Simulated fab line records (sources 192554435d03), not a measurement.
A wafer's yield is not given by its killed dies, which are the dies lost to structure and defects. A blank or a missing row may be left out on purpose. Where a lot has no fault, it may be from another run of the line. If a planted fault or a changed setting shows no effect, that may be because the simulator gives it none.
fab line records    flow n5_finfet
[record] lots = 9  wafers = 27  last_day = 19
route steps=1938 shown ZERO_LAYER@15 WELL_APT@28 PMOS_HMC_CHANNEL_EPI@70 BEOL_M4@1111 PASSIVATION@1936
lots untouched by any fault: they come from a run of this same line in which no faults occurred
start_h: the number of hours between the record's first day and the start of the first shown wafer of the lot    wait_h: hours elapsed since this lot's preceding step    " repeats the value in the row above    L1.1+2: one row covering several wafers at once    - no value, or no start given    * or withheld: withheld    < > ~ a bound
route shown NAME@n: names a module that has steps shown in the file, with the first one's number in the route    usual: average and standard deviation across the fault-free wafers    same: alike in all rows    chamber/n: place in a boat    sites: the reading at each site    _std_site: their standard deviation    _edge_site: mean of outer sites minus mean of inner sites    radius_mm: for every site, how far away it sits from the centre of the wafer    mask NAME#n: copy n    behind: tool/chamber where the wafer was last shaped    hold: cause of the lot's hold/its duration in hours/its outcome    device: the n, p or np transistor that did not switch    end of line: at the end of the route, the tests of the same wafers    a step given without rows: its recipe and nothing more    killed: the dies lost at the first sort to structure and to defects; this is not the yield of the wafer    map: dies across one wafer; x = killed, . = not, _ = none there
set.NAME: setting as actually run; set.NAME@STEP: the setting as run at that earlier step    model.NAME: the simulator's own value behind a step, which no gauge read
a sample of lots followed through the steps of the route, with each step as a table and each wafer as a row
services: a tool's chamber out of use, with start hour (start_h, from the record's first day; less than 0 if before it), hours out, and reason
[[steps]]
[step N5_ZERO_LAYER_ETCH_17]
[recipe] chemistry = CF4  target = SiO2  target_depth_a = 120  time_s = 13.3  ion_energy_ev = 350  pressure_mtorr = 40  source_w = 450  bias_w = 215  Ar_flow_sccm = 100  cf4_flow_sccm = 100
[usual] bias_w = 214.9/0.66  cf4_flow_sccm = 100.03/0.28  drypump_motor_current_A = 5.6/0.54  oes_product_au = 0.79/0.078  rf_vpp_V = 950/3.9  showerhead_plenum_p_Torr = 2.16/0.065  throttle_valve_pct = 15.65/0.25
lot.wafer  tool         chamber  start_h  wait_h  bias_w  cf4_flow_sccm  drypump_motor_current_A  oes_product_au  rf_hours_counter_h  rf_vpp_V  showerhead_plenum_p_Torr  throttle_valve_pct
L324.2     rie_diel-06  3        31.22    0.0     214.7   100.25         6.0                      0.80            98                  948       2.16                      15.49
L324.3     "            0        "        "       214.7   99.83          6.6                      0.69            244                 951       2.20                      15.53
L324.6     "            3        "        "       214.8   100.15         6.0                      0.80            -                   950       2.16                      15.49
L326.1     rie_diel-01  0        42.85    0.0     214.2   100.03         6.1                      0.73            132                 948       2.15                      15.78
L326.4     "            2        "        "       216.1   100.23         5.9                      0.84            -                   955       2.26                      15.61
L326.5     "            0        "        "       213.5   99.55          6.1                      0.74            -                   949       2.15                      15.79
L327.1     rie_diel-03  0        48.86    0.0     215.0   100.01         5.5                      0.71            235                 953       2.19                      15.92
L327.3     "            1        "        "       214.7   100.19         5.0                      0.87            55                  946       2.09                      15.73
L327.6     "            2        "        "       214.9   100.05         5.1                      0.85            -                   950       2.17                      15.43
L329.3     rie_diel-03  0        60.87    0.0     215.8   100.03         5.4                      0.70            237                 953       2.19                      15.94
L329.5     "            1        "        "       213.5   100.04         5.0                      0.87            -                   945       2.09                      15.77
L329.6     "            2        "        "       215.0   100.08         5.1                      0.85            -                   949       2.17                      15.43
L332.4     rie_diel-01  0        78.84    0.0     -       -              -                        -               -                   -         -                         -
L332.5     "            2        "        "       -       -              -                        -               -                   -         -                         -
L332.6     "            1        "        "       -       -              -                        -               -                   -         -                         -
L333.2     rie_diel-06  2        84.71    0.0     -       -              -                        -               -                   -         -                         -
L333.5     "            2        "        "       -       -              -                        -               -                   -         -                         -
L333.6     "            1        "        "       -       -              -                        -               -                   -         -                         -
L340.3     rie_diel-01  0        126.93   0.0     215.6   100.39         6.0                      0.72            158                 950       2.14                      15.83
L340.4     "            2        "        "       214.3   100.28         5.8                      0.79            85                  955       2.25                      15.67
L340.6     "            2        "        "       214.8   100.04         5.9                      0.79            -                   954       2.25                      15.67
L342.1     rie_diel-03  0        138.71   0.0     214.6   99.44          5.5                      0.97            1                   953       2.19                      15.46
L342.4     "            2        "        "       214.1   100.04         5.0                      0.82            78                  949       2.16                      15.50
L342.5     "            2        "        "       214.8   99.80          5.1                      0.81            -                   951       2.16                      15.49
L343.2     rie_diel-03  0        144.71   0.0     214.0   100.05         5.5                      0.96            2                   953       2.19                      15.44
L343.3     "            1        "        "       215.5   100.00         5.0                      0.83            86                  944       2.08                      15.82
L343.6     "            1        "        "       215.2   100.09         5.0                      0.84            -                   945       2.08                      15.80
[step N5_ZERO_LAYER_STRIP_24]
[recipe] chemistry = O2  power_w = 1000  temp_c = 250  overash_fraction = 0.3  pressure_mtorr = 1000  o2_flow_sccm = 6750
[usual] drypump_motor_current_A = 5.88/0.25  heater_power_w = 338/27  oes_product_au = 0.646/0.0047  strip_time_to_endpoint_s = 43.88/0.09
lot.wafer  tool             chamber  start_h  wait_h  drypump_motor_current_A  heater_power_w  oes_product_au  rf_hours_counter_h  strip_time_to_endpoint_s
L324.2     plasma_asher-01  0        31.39    0.1     5.89                     338             0.638           75                  43.87
L324.3     "                0        "        "       5.85                     322             0.653           -                   43.89
L324.6     "                1        "        "       5.65                     314             0.642           -                   43.86
L326.1     plasma_asher-02  0        43.03    0.1     6.26                     340             0.644           32                  43.90
L326.4     "                0        "        "       6.26                     323             0.645           -                   43.97
L326.5     "                1        "        "       5.72                     377             0.646           -                   43.89
L327.1     plasma_asher-02  1        49.03    0.1     5.69                     382             0.646           33                  43.78
L327.3     "                1        "        "       5.69                     378             0.640           -                   43.85
L327.6     "                0        "        "       6.22                     329             0.648           -                   43.85
L329.3     plasma_asher-01  1        61.07    0.1     5.64                     308             0.652           -                   43.77
L329.5     "                0        "        "       5.88                     323             0.646           -                   43.83
L329.6     "                1        "        "       5.65                     307             0.645           -                   43.77
L332.4     plasma_asher-02  0        79.04    0.1     6.25                     331             0.647           -                   44.36
L332.5     "                1        "        "       5.68                     375             0.638           -                   44.37
L332.6     "                0        "        "       6.25                     331             0.654           -                   44.44
L333.2     plasma_asher-01  1        84.89    0.1     5.64                     315             0.649           85                  44.21
L333.5     "                1        "        "       5.65                     313             0.651           -                   44.25
L333.6     "                0        "        "       5.87                     323             0.650           -                   44.19
L340.3     plasma_asher-02  1        127.12   0.1     5.71                     381             0.642           -                   43.84
L340.4     "                0        "        "       6.26                     321             0.653           -                   43.80
L340.6     "                1        "        "       5.70                     377             0.639           -                   43.79
L342.1     plasma_asher-01  0        138.89   0.1     5.87                     320             0.647           94                  43.89
L342.4     "                0        "        "       5.86                     322             0.642           -                   43.93
L342.5     "                1        "        "       5.66                     311             0.644           -                   43.91
L343.2     plasma_asher-02  1        144.90   0.1     5.72                     376             0.638           53                  43.86
L343.3     "                0        "        "       6.26                     322             0.637           -                   43.89
L343.6     "                1        "        "       5.70                     375             0.640           -                   43.97
[step N5_WELL_APT_CD_MEAS_08]
[recipe] target_cd_nm = 200  landing_energy_ev = 500  detector = se_inlens
[usual] cd_nm = 199.5/1.8
lot.wafer  tool       chamber  start_h  wait_h  cd_nm
L324.2     cd_sem-01  0        32.06    -       197.5
L324.3     "          0        "        "       198.3
L324.6     "          0        "        "       197.1
L326.1     cd_sem-03  0        43.70    -       199.4
L326.4     "          0        "        "       197.0
L326.5     "          0        "        "       198.7
L327.1     cd_sem-03  0        49.82    -       197.3
L327.3     "          0        "        "       197.1
L327.6     "          0        "        "       198.4
L329.3     cd_sem-02  0        61.87    -       199.7
L329.5     "          0        "        "       198.4
L329.6     "          0        "        "       199.0
L340.3     cd_sem-01  0        127.77   -       200.3
L340.4     "          0        "        "       199.1
L340.6     "          0        "        "       198.2
L342.1     cd_sem-02  0        139.68   -       199.3
L342.4     "          0        "        "       198.2
L342.5     "          0        "        "       198.1
L343.2     cd_sem-01  0        145.69   -       198.4
L343.3     "          0        "        "       201.3
L343.6     "          0        "        "       200.5
[step N5_WELL_APT_OVL_MEAS_09]
[recipe] points_per_wafer = 44
[usual] NWELL_OVL = 0/5.8
lot.wafer  tool        chamber  start_h  wait_h  NWELL_OVL[nm]
L324.2     overlay-01  0        32.09    0.0     -5
L324.3     "           0        "        "       -7
L324.6     "           0        "        "       -2
L326.1     overlay-02  0        43.73    0.0     0
L326.4     "           0        "        "       -6
L326.5     "           0        "        "       -1
L327.1     overlay-01  0        49.85    0.0     1
L327.3     "           0        "        "       -2
L327.6     "           0        "        "       1
L329.3     overlay-02  0        61.90    0.0     0
L329.5     "           0        "        "       -4
L329.6     "           0        "        "       0
L340.3     overlay-02  0        127.80   0.0     4
L340.4     "           0        "        "       6
L340.6     "           0        "        "       -5
L342.1     overlay-02  0        139.71   0.0     4
L342.4     "           0        "        "       -1
L342.5     "           0        "        "       7
L343.2     overlay-02  0        145.72   0.0     2
L343.3     "           0        "        "       6
L343.6     "           0        "        "       11
[step N5_PMOS_HMC_CHANNEL_EPI_HM_OPEN_15]
[recipe] chemistry = CHF3/O2  target = SiO2  mask_material = CAR-ArF-block  target_depth_a = 406  CHF3_flow_sccm = 50  O2_flow_sccm = 5  Ar_flow_sccm = 200  time_s = 20.3  pressure_mtorr = 30  source_w = 650  bias_w = 170  ion_energy_ev = 200
[usual] drypump_motor_current_A = 5.5/0.57  oes_o_777_au = 0.82/0.075  oes_product_au = 0.81/0.077  rf_vpp_V = 526/6.8  showerhead_plenum_p_Torr = 2.41/0.07  throttle_valve_pct = 18.88/0.25
lot.wafer  tool         chamber  start_h  wait_h  drypump_motor_current_A  oes_o_777_au  oes_product_au  rf_hours_counter_h  rf_vpp_V  showerhead_plenum_p_Torr  throttle_valve_pct
L324.2     rie_diel-03  1        35.97    0.0     5.0                      0.87          0.89            51                  529       2.35                      19.03
L324.3     "            0        "        "       5.5                      0.71          0.73            231                 536       2.46                      19.08
L324.6     "            0        "        "       5.5                      0.72          0.72            -                   537       2.46                      19.10
L326.1     rie_diel-03  2        47.32    0.0     5.1                      0.88          0.85            49                  520       2.45                      18.76
L326.4     "            3        "        "       4.7                      0.80          0.81            94                  520       2.34                      18.91
L326.5     "            3        "        "       4.7                      0.81          0.80            -                   521       2.34                      18.91
L327.1     rie_diel-03  3        53.46    0.0     4.7                      0.80          0.81            95                  520       2.34                      18.91
L327.3     "            2        "        "       5.1                      0.87          0.85            50                  521       2.45                      18.77
L327.6     "            1        "        "       5.0                      0.86          0.88            -                   530       2.34                      19.06
L329.3     rie_diel-01  1        65.52    0.0     5.8                      0.78          0.73            158                 526       2.32                      19.01
L329.5     "            2        "        "       5.8                      0.83          0.83            -                   532       2.54                      18.88
L329.6     "            1        "        "       5.8                      0.77          0.74            -                   524       2.32                      19.01
L340.3     rie_diel-03  1        131.56   0.0     5.0                      0.82          0.84            82                  529       2.33                      19.09
L340.4     "            1        "        "       5.0                      0.82          0.84            -                   530       2.33                      19.08
L340.6     "            2        "        "       5.1                      0.85          0.80            -                   518       2.44                      18.81
L342.1     rie_diel-06  3        143.39   0.0     6.0                      0.78          0.76            137                 532       2.41                      18.73
L342.4     "            0        "        "       6.6                      0.94          0.94            19                  522       2.45                      18.23
L342.5     "            0        "        "       6.6                      0.93          0.94            -                   522       2.45                      18.24
L343.2     rie_diel-01  2        149.37   0.0     5.9                      0.81          0.80            89                  531       2.53                      18.91
L343.3     "            0        "        "       6.0                      0.74          0.72            163                 535       2.39                      19.02
L343.6     "            0        "        "       6.1                      0.75          0.71            -                   533       2.39                      18.99
[step N5_BEOL_M4_RC_MEAS_101]
[usual] DIBL_N = 36.6/1.9  DIBL_P = 36.7/2.2  IOFF_N = 0.16/0.035  IOFF_P = 0.22/0.038  ION_N = 672/14  ION_P = 462/8.3  SS_N = 71.6/0.65  SS_P = 73.5/0.72  VT_N = 250/3.5  VT_P = -250/3.1
lot.wafer  tool       chamber  start_h  wait_h  DIBL_N[mV/V]  DIBL_P[mV/V]  IOFF_N[nA/um]  IOFF_P[nA/um]  ION_N[uA/um]  ION_P[uA/um]  SS_N[mV/dec]  SS_P[mV/dec]  VT_N[mV]  VT_P[mV]
L324.2     prober-02  0        213.24   0.2     35.1          35.1          0.14           0.18           679           466           71.7          72.6          252       -252
L324.3     "          0        "        "       36.8          37.9          0.16           0.22           668           460           71.1          74.0          253       -251
L324.6     "          0        "        "       35.6          36.8          0.15           0.21           680           469           70.9          72.8          250       -249
L326.1     prober-02  0        222.91   0.0     35.6          35.6          0.12           0.20           653           462           71.6          72.9          255       -250
L326.4     "          0        "        "       37.4          37.6          0.16           0.22           651           448           72.3          73.5          252       -251
L326.5     "          0        "        "       34.8          36.4          0.13           0.21           661           462           70.8          73.2          253       -248
L327.1     prober-02  0        226.45   0.0     35.9          36.8          0.17           0.24           691           476           71.0          73.7          249       -249
L327.3     "          0        "        "       37.2          37.1          0.17           0.22           664           455           72.0          74.0          251       -249
L327.6     "          0        "        "       36.9          37.2          0.16           0.23           670           462           72.5          74.4          252       -249
L329.3     prober-01  0        238.77   0.3     36.2          36.5          0.14           0.21           674           459           71.4          73.3          256       -252
L329.5     "          0        "        "       36.9          37.1          0.16           0.23           673           467           71.7          74.2          251       -245
L329.6     "          0        "        "       35.3          35.5          0.13           0.20           674           465           71.0          73.5          251       -250
L340.3     prober-02  0        297.27   0.3     40.8          42.0          0.26           0.32           692           467           72.9          74.4          245       -245
L340.4     "          0        "        "       35.1          35.6          0.14           0.21           663           457           71.1          73.1          251       -249
L340.6     "          0        "        "       36.6          36.8          0.16           0.21           676           462           71.7          73.4          250       -251
L343.2     prober-02  0        319.81   0.2     38.0          37.2          0.19           0.26           699           472           71.8          73.5          249       -244
L343.3     "          0        "        "       39.0          39.1          0.23           0.31           682           467           71.8          74.1          245       -244
L343.6     "          0        "        "       37.8          36.6          0.18           0.25           674           463           72.4          73.6          248       -245
L342.1     prober-02  0        326.31   0.0     38.1          37.1          0.19           0.25           669           458           71.4          73.8          249       -248
L342.4     "          0        "        "       35.2          34.2          0.14           0.19           680           466           71.2          72.6          251       -250
L342.5     "          0        "        "       35.7          34.4          0.14           0.21           678           474           71.6          73.6          249       -248
[step N5_PASSIVATION_PROBE_49]
[usual] defect_limited_yield = 91.6/1.4  killed_at_M0_to_M3 = 35/10  killed_at_M4_up = 13/4.8  killed_at_contacts = 12/7.2  killed_at_front_end = 36/12  killed_at_other = 4/3.1  killed_dies = 100/17  killed_on_rim = 13/4.2  killed_open = 66/13  killed_short = 32/7.3  sort_bin_5_function = 5.0/0.94  sort_bin_6_memory = 3.1/0.67  sort_n_pass = 1080/17  sort_yield_pct = 91.6/1.4
[same] gross_dies = 1180  killed_at_back_side = 0  sort_bin_4_leakage[%] = 0  sort_bin_8_speed[%] = 0
lot.wafer  tool       chamber  start_h  wait_h  defect_limited_yield[%]  killed_at_M0_to_M3  killed_at_M4_up  killed_at_contacts  killed_at_front_end  killed_at_other  killed_dies  killed_on_rim  killed_open  killed_short  sort_bin_5_function[%]  sort_bin_6_memory[%]  sort_n_pass  sort_yield_pct[%]
L324.2     prober-02  -        323.42   0.1     89.7                     52                  14               11                  42                   2                121          16             90           30            6.8                     3.2                   1059         89.7
L324.3     prober-02  -        323.47   0.1     89.9                     59                  7                10                  41                   2                119          14             78           40            6.4                     3.3                   1061         89.9
L324.6     prober-02  -        323.62   0.3     91.1                     38                  12               13                  39                   3                105          17             71           33            5.5                     3.1                   1075         91.1
L327.1     prober-02  -        342.21   0.0     92.6                     19                  13               6                   39                   10               87           11             55           30            4.6                     2.4                   1093         92.6
L327.3     prober-02  -        342.31   0.1     89.7                     45                  9                6                   55                   6                121          14             82           34            5.9                     3.8                   1059         89.7
L327.6     prober-02  -        342.46   0.3     91.9                     40                  9                5                   39                   2                95           13             62           33            4.9                     3.1                   1085         91.9
L326.1     prober-02  -        356.02   0.0     93.2                     34                  6                17                  18                   5                80           7              43           36            4.2                     2.4                   1100         93.2
L326.4     prober-02  -        356.17   0.2     90.9                     38                  14               24                  24                   7                107          17             64           43            5.2                     3.2                   1073         90.9
L326.5     prober-02  -        356.22   0.2     89.7                     38                  11               35                  31                   6                121          12             82           38            5.7                     4.3                   1059         89.7
L329.3     prober-02  -        371.47   0.1     91.0                     27                  16               12                  50                   1                106          9              78           26            4.9                     3.6                   1074         91.0
L329.5     prober-02  -        371.57   0.2     89.7                     34                  20               10                  52                   6                122          17             88           32            5.6                     4.4                   1058         89.7
L329.6     prober-02  -        371.62   0.3     90.9                     23                  20               6                   56                   2                107          16             78           28            4.2                     4.7                   1073         90.9
L332.4     prober-02  -        376.90   0.2     0                        44                  12               7                   1104                 13               1180         152            67           32            96.3                    3.3                   0            0
L332.5     prober-02  -        376.95   0.2     0                        36                  17               9                   1111                 7                1180         152            61           32            96.4                    3.6                   0            0
L332.6     prober-02  -        377.00   0.3     0                        38                  17               10                  1105                 10               1180         152            78           38            96.2                    3.6                   0            0
L333.2     prober-02  -        377.10   0.4     0                        46                  14               7                   1107                 6                1180         152            62           36            96.6                    3.2                   0            0
L333.5     prober-02  -        377.25   0.5     0                        42                  15               4                   1118                 1                1180         152            59           40            96.9                    2.6                   0            0
L333.6     prober-02  -        377.30   0.6     0                        42                  9                4                   1121                 4                1180         152            61           26            96.9                    3.1                   0            0
L340.3     prober-01  -        418.66   0.1     92.1                     41                  16               5                   29                   2                93           10             65           28            4.7                     3.0                   1087         92.1
L340.4     prober-01  -        418.71   0.2     91.9                     32                  15               8                   38                   3                96           10             61           34            5.0                     2.7                   1084         91.9
L340.6     prober-01  -        418.81   0.3     92.9                     28                  14               6                   34                   2                84           9              56           28            3.7                     3.1                   1096         92.9
L342.1     prober-02  -        443.70   0.0     91.6                     27                  12               11                  46                   3                99           16             66           33            5.8                     2.5                   1081         91.6
L342.4     prober-02  -        443.85   0.2     87.4                     38                  26               17                  63                   5                149          19             95           54            7.2                     5.0                   1031         87.4
L342.5     prober-02  -        443.90   0.2     89.7                     46                  18               8                   46                   4                122          18             84           35            6.5                     3.6                   1058         89.7
L343.2     prober-01  -        446.20   0.1     90.3                     39                  10               6                   57                   2                114          12             72           41            5.8                     3.5                   1066         90.3
L343.3     prober-01  -        446.25   0.1     91.8                     36                  9                3                   36                   13               97           14             67           30            5.3                     2.8                   1083         91.8
L343.6     prober-01  -        446.40   0.3     91.5                     30                  6                9                   49                   6                100          13             61           38            5.2                     3.1                   1080         91.5
// killed by level:class
L324.2 BEOL_M3:geometric_particle:open=17 BEOL_M2:geometric_particle:open=13 FIN_SAQP:geometric_particle:open=10 MOL_CONTACT_COAG:geometric_particle:open=8 DUMMY_GATE:geometric_particle:open=6 BEOL_M1:geometric_particle:open=6 BEOL_M4:geometric_particle:open=5 BEOL_M6:geometric_particle:open=5
L324.3 BEOL_M3:geometric_particle:open=17 BEOL_M1:geometric_particle:open=14 FIN_SAQP:geometric_particle:open=8 BEOL_M2:geometric_particle:open=8 STI_FIN_REVEAL:geometric_particle:open=7 GATE_CUT:geometric_particle:short=7 MOL_CONTACT_COAG:geometric_particle:open=7 BEOL_M3:geometric_particle:short=5
L324.6 FIN_SAQP:geometric_particle:open=14 MOL_CONTACT_COAG:geometric_particle:open=9 FIN_SAQP:geometric_particle:short=7 BEOL_M4:geometric_particle:open=7 BEOL_M1:geometric_particle:open=6 BEOL_M2:geometric_particle:open=6 BEOL_M0_SAQP:geometric_particle:open=5 BEOL_M0_SAQP:geometric_particle:short=5
L327.1 STI_FIN_REVEAL:geometric_particle:open=11 GATE_CUT:geometric_particle:short=9 BEOL_M2:geometric_particle:open=5 FIN_SAQP:geometric_particle:short=4 FIN_SAQP:geometric_particle:open=4 BEOL_M0_SAQP:geometric_particle:open=4 MOL_CONTACT_COAG:geometric_particle:open=4 BEOL_M3:geometric_particle:open=4
L327.3 STI_FIN_REVEAL:geometric_particle:open=22 BEOL_M2:geometric_particle:open=11 BEOL_M0_SAQP:geometric_particle:short=10 BEOL_M1:geometric_particle:open=8 GATE_CUT:geometric_particle:short=7 MOL_CONTACT_COAG:geometric_particle:open=6 FIN_SAQP:geometric_particle:short=5 DUMMY_GATE:geometric_particle:open=5
L327.6 BEOL_M3:geometric_particle:open=10 GATE_CUT:geometric_particle:short=8 DUMMY_GATE:geometric_particle:open=7 BEOL_M0_SAQP:geometric_particle:short=7 BEOL_M0:geometric_particle:open=6 GATE_CUT:geometric_particle:open=5 BEOL_M2:geometric_particle:open=5 STI_FIN_REVEAL:geometric_particle:open=4
L326.1 MOL_CONTACT_COAG:geometric_particle:open=12 BEOL_M0_SAQP:geometric_particle:open=9 BEOL_M0_SAQP:geometric_particle:short=9 BEOL_M2:geometric_particle:open=6 MOL_CONTACT_COAG:geometric_particle:short=5 BEOL_M2:geometric_particle:short=5 STI_FIN_REVEAL:geometric_particle:open=4 MIM_TOP:geometric_particle:short=4
L326.4 MOL_CONTACT_COAG:geometric_particle:open=17 BEOL_M0_SAQP:geometric_particle:open=13 BEOL_M0_SAQP:geometric_particle:short=9 BEOL_M2:geometric_particle:open=9 MOL_CONTACT_COAG:geometric_particle:short=7 STARTING-WAFER:geometric_particle:short=6 FIN_SAQP:geometric_particle:open=5 BEOL_M5:geometric_particle:short=5
L326.5 MOL_CONTACT_COAG:geometric_particle:open=25 STI_FIN_REVEAL:geometric_particle:open=19 BEOL_M0_SAQP:geometric_particle:open=11 MOL_CONTACT_COAG:geometric_particle:short=10 BEOL_M0_SAQP:geometric_particle:short=9 BEOL_M2:geometric_particle:open=7 BEOL_M1:geometric_particle:open=4 BEOL_M5:geometric_particle:open=4
L329.3 STI_FIN_REVEAL:geometric_particle:open=17 MOL_CONTACT_COAG:geometric_particle:open=10 BEOL_M2:geometric_particle:open=7 BEOL_M4:geometric_particle:open=7 FIN_SAQP:geometric_particle:short=6 FIN_SAQP:geometric_particle:open=6 DUMMY_GATE:geometric_particle:open=4 BEOL_M0:geometric_particle:open=4
L329.5 STI_FIN_REVEAL:geometric_particle:open=13 BEOL_M4:geometric_particle:open=12 DUMMY_GATE:geometric_particle:open=11 MOL_CONTACT_COAG:geometric_particle:open=9 BEOL_M1:geometric_particle:open=9 FIN_SAQP:geometric_particle:short=7 BEOL_M2:geometric_particle:short=6 FIN_SAQP:geometric_particle:open=5
L329.6 STI_FIN_REVEAL:geometric_particle:open=20 BEOL_M4:geometric_particle:open=14 BEOL_M2:geometric_particle:open=8 FIN_SAQP:geometric_particle:short=7 ILD0:geometric_particle:open=5 BEOL_M0_SAQP:geometric_particle:open=5 FIN_SAQP:geometric_particle:open=4 STI_FIN_REVEAL:geometric_particle:short=4
L332.4 ZERO_LAYER:area_etch=1081 BEOL_M0_SAQP:geometric_particle:open=10 BEOL_M3:geometric_particle:open=9 FIN_SAQP:geometric_particle:open=8 BEOL_M2:geometric_particle:open=6 MIM_TOP_ETCH:geometric_particle:open=6 BEOL_M3:geometric_particle:short=5 MOL_CONTACT_COAG:geometric_particle:open=4
L332.5 ZERO_LAYER:area_etch=1087 BEOL_M2:geometric_particle:open=9 BEOL_M3:geometric_particle:open=8 MOL_CONTACT_COAG:geometric_particle:open=7 FIN_SAQP:geometric_particle:open=6 GATE_CUT:geometric_particle:short=5 BEOL_M0_SAQP:geometric_particle:open=5 BEOL_M4:geometric_particle:short=5
L332.6 ZERO_LAYER:area_etch=1064 FIN_SAQP:geometric_particle:open=13 MOL_CONTACT_COAG:geometric_particle:open=8 BEOL_M3:geometric_particle:open=8 BEOL_M0_SAQP:geometric_particle:short=7 BEOL_M0_SAQP:geometric_particle:open=7 FIN_SAQP:geometric_particle:short=6 STI_FIN_REVEAL:geometric_particle:open=6
L333.2 ZERO_LAYER:area_etch=1081 BEOL_M3:geometric_particle:open=14 BEOL_M0_SAQP:geometric_particle:short=13 BEOL_M0_SAQP:geometric_particle:open=10 BEOL_M4:geometric_particle:open=8 FIN_SAQP:geometric_particle:short=7 MOL_CONTACT_COAG:geometric_particle:open=6 FIN_SAQP:geometric_particle:open=5
L333.5 ZERO_LAYER:area_etch=1080 BEOL_M0_SAQP:geometric_particle:short=13 FIN_SAQP:geometric_particle:short=10 BEOL_M4:geometric_particle:open=9 BEOL_M0_SAQP:geometric_particle:open=7 BEOL_M2:geometric_particle:open=7 FIN_SAQP:geometric_particle:open=6 BEOL_M0:geometric_particle:open=5
L333.6 ZERO_LAYER:area_etch=1093 BEOL_M2:geometric_particle:open=19 ILD0:geometric_particle:short=6 BEOL_M0:geometric_particle:open=6 BEOL_M3:geometric_particle:open=6 DUMMY_GATE:geometric_particle:open=5 BEOL_M0_SAQP:geometric_particle:short=4 FIN_SAQP:geometric_particle:open=3
L340.3 BEOL_M0_SAQP:geometric_particle:open=12 BEOL_M4:geometric_particle:open=9 GATE_CUT:geometric_particle:short=7 BEOL_M0_SAQP:geometric_particle:short=7 BEOL_M1:geometric_particle:open=7 BEOL_M2:geometric_particle:open=6 STI_FIN_REVEAL:geometric_particle:open=5 BEOL_M2:geometric_particle:short=5
L340.4 BEOL_M0_SAQP:geometric_particle:open=8 BEOL_M4:geometric_particle:open=8 FIN_SAQP:geometric_particle:open=7 FIN_SAQP:geometric_particle:short=6 GATE_CUT:geometric_particle:short=6 BEOL_M0_SAQP:geometric_particle:short=5 MOL_CONTACT_COAG:geometric_particle:open=5 BEOL_M2:geometric_particle:open=5
L340.6 STI_FIN_REVEAL:geometric_particle:open=12 BEOL_M1:geometric_particle:open=9 BEOL_M2:geometric_particle:open=7 BEOL_M4:geometric_particle:open=7 MOL_CONTACT_COAG:geometric_particle:open=5 STARTING-WAFER:geometric_particle:short=5 BEOL_M0_SAQP:geometric_particle:short=4 BEOL_M1:geometric_particle:short=4
L342.1 FIN_SAQP:geometric_particle:short=14 MOL_CONTACT_COAG:geometric_particle:open=11 FIN_SAQP:geometric_particle:open=7 GATE_CUT:geometric_particle:short=7 STI_FIN_REVEAL:geometric_particle:open=6 BEOL_M0_SAQP:geometric_particle:open=6 BEOL_M1:geometric_particle:open=6 BEOL_M2:geometric_particle:open=6
L342.4 BEOL_M4:geometric_particle:open=16 MOL_CONTACT_COAG:geometric_particle:open=13 STI_FIN_REVEAL:geometric_particle:open=12 BEOL_M0_SAQP:geometric_particle:short=11 FIN_SAQP:geometric_particle:short=10 FIN_SAQP:geometric_particle:open=8 BEOL_M2:geometric_particle:open=7 STI_FIN_REVEAL:geometric_particle:short=6
L342.5 BEOL_M1:geometric_particle:open=17 BEOL_M4:geometric_particle:open=9 FIN_SAQP:geometric_particle:short=7 BEOL_M0_SAQP:geometric_particle:open=7 BEOL_M3:geometric_particle:open=7 BEOL_M1:geometric_particle:short=7 FIN_SAQP:geometric_particle:open=5 STI_FIN_REVEAL:geometric_particle:open=5
L343.2 STI_FIN_REVEAL:geometric_particle:open=18 FIN_SAQP:geometric_particle:short=15 BEOL_M2:geometric_particle:open=8 FIN_SAQP:geometric_particle:open=6 BEOL_M1:geometric_particle:open=6 BEOL_M3:geometric_particle:open=6 MOL_CONTACT_COAG:geometric_particle:open=4 BEOL_M0_SAQP:geometric_particle:open=4
L343.3 FIN_SAQP:geometric_particle:open=11 BEOL_M3:geometric_particle:open=10 FIN_SAQP:geometric_particle:short=9 BEOL_M2:geometric_particle:open=9 DUMMY_GATE:geometric_particle:open=5 BEOL_M0_SAQP:geometric_particle:short=5 BEOL_M1:geometric_particle:open=5 PAD_METAL:geometric_particle:open=5
L343.6 BEOL_M1:geometric_particle:open=14 FIN_SAQP:geometric_particle:open=11 STI_FIN_REVEAL:geometric_particle:open=11 FIN_SAQP:geometric_particle:short=10 MOL_CONTACT_COAG:geometric_particle:open=6 GATE_CUT:geometric_particle:short=4 BEOL_M0_SAQP:geometric_particle:short=4 BEOL_M0:geometric_particle:open=4
[[services]]
tool             chamber  start_h  hours  kind
rie_diel-06      1        14.28    8.9    repair
rie_diel-06      3        14.45    3.5    repair
rie_diel-01      3        17.57    4.4    repair
rie_diel-03      2        21.29    4.4    repair
rie_diel-06      2        27.40    9.0    repair
rie_diel-01      3        32.68    -      clean
rie_diel-01      3        32.68    -      consumable_replace:focus_ring
rie_diel-01      3        32.68    18.8   scheduled_down
rie_diel-01      3        32.68    18.8   vent_cycle
rie_diel-06      0        47.38    -      clean
rie_diel-06      0        47.38    -      consumable_replace:focus_ring
rie_diel-06      0        47.38    27.5   scheduled_down
rie_diel-06      0        47.38    27.5   vent_cycle
plasma_asher-01  -        55.10    1.3    repair
rie_diel-03      3        59.26    6.7    repair
rie_diel-01      0        99.20    8.2    repair
rie_diel-03      0        99.56    -      clean
rie_diel-03      0        99.56    -      consumable_replace:focus_ring
rie_diel-03      0        99.56    32.6   scheduled_down
rie_diel-03      0        99.56    32.6   vent_cycle
rie_diel-01      1        103.86   16.6   repair
rie_diel-06      1        125.06   -      clean
rie_diel-06      1        125.06   -      consumable_replace:focus_ring
rie_diel-03      -        143.10   1.2    repair
[[key]]
[first_sign] step = N5_ZERO_LAYER_ETCH_17  reading = tool_record  direction = missing
[effect] step = N5_ZERO_LAYER_STRIP_24  reading = strip_time_to_endpoint_s  direction = up  sigmas = 4.7  usual = *  struck = *
[effect] step = N5_PASSIVATION_PROBE_49  reading = sort_bin_5_function  direction = up  sigmas = 98  usual = 5.0  struck = 96.5
[more_kills_born_at] N5_ZERO_LAYER_ETCH_17@rie_diel-06 = 3254  N5_ZERO_LAYER_ETCH_17@rie_diel-01 = 3232
met_at N5_ZERO_LAYER_ETCH_17
struck_lots L332,L333
later_rows_left_out L332.4,L332.5,L332.6,L333.2,L333.5,L333.6
not_acting_at N5_WELL_APT_CD_MEAS_08,N5_WELL_APT_OVL_MEAS_09,N5_PMOS_HMC_CHANNEL_EPI_HM_OPEN_15
onset_between 42.85 78.84
[fault] kind = skipped_step_whole  tool = rie_diel-01,rie_diel-06  chamber = -  onset_h = 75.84  steps = N5_ZERO_LAYER_ETCH_17  scope = struck_lots_only
// later_rows_left_out: the simulator's readings of these wafers behind a module that went badly wrong aren't trusted and aren't shown, but for the sort
